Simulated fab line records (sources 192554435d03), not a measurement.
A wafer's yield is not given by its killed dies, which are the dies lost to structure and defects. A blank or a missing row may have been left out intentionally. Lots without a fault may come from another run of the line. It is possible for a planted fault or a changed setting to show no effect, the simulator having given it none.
Chamber matching + flow n5 finfet + N5_BEOL_M6_ALD_77 on ald metal-02 has 4 sister chambers
The step deposits TaN, target thk 2 nm, pulse time 2 s, purge time 3 s. 8 wafers are shown with their chamber, then 7 later ones without.

## EACH WAFER AND ITS CHAMBER
| wafer  | chamber | heater power w (W) |
|--------|---------|--------------------|
| L080.2 | 3       | 483                |
| L081.5 | 0       | 472                |
| L081.6 | 3       | 502                |
| L082.1 | 2       | 474                |
| L082.3 | 1       | 397                |
| L082.6 | 2       | 470                |
| L087.1 | 1       | 393                |
| L087.3 | 0       | 459                |

## WAFERS WITHOUT THEIR CHAMBER
| wafer  | heater power w (W) |
|--------|--------------------|
| L087.4 | 468                |
| L089.1 | 472                |
| L089.2 | 499                |
| L089.6 | 453                |
| L091.2 | 463                |
| L091.4 | 403                |
| L091.5 | 471                |

## THE CHAMBER EACH PASSED THROUGH
| wafer  | from the rows above     | in truth |
|--------|-------------------------|----------|
| L087.4 | can't be placed: 0 or 2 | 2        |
| L089.1 | can't be placed: 2 or 0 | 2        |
| L089.2 | 3                       | 3        |
| L089.6 | can't be placed: 0 or 2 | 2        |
| L091.2 | can't be placed: 0 or 2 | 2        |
| L091.4 | 1                       | 1        |
| L091.5 | can't be placed: 2 or 0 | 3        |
Placed correctly: 2 of 7. These rows do not allow placing 5 (true chamber among the candidates in 4). Placed wrongly: 0.
How it was worked out, from the rows above alone: a wafer's distance from a chamber is the root of the sum, over the readings, of the square of ((its reading less the chamber's mean) divided by the reading's scatter). If the next closest chamber is less than 2 further off than the closest, the wafer can't be placed; otherwise it belongs to the closest. Each chamber's mean is taken over the wafers shown for it. The scatter: the root of (the sum of the squares of (reading less its chamber's mean) over the shown wafers, divided by (wafers less chambers)).
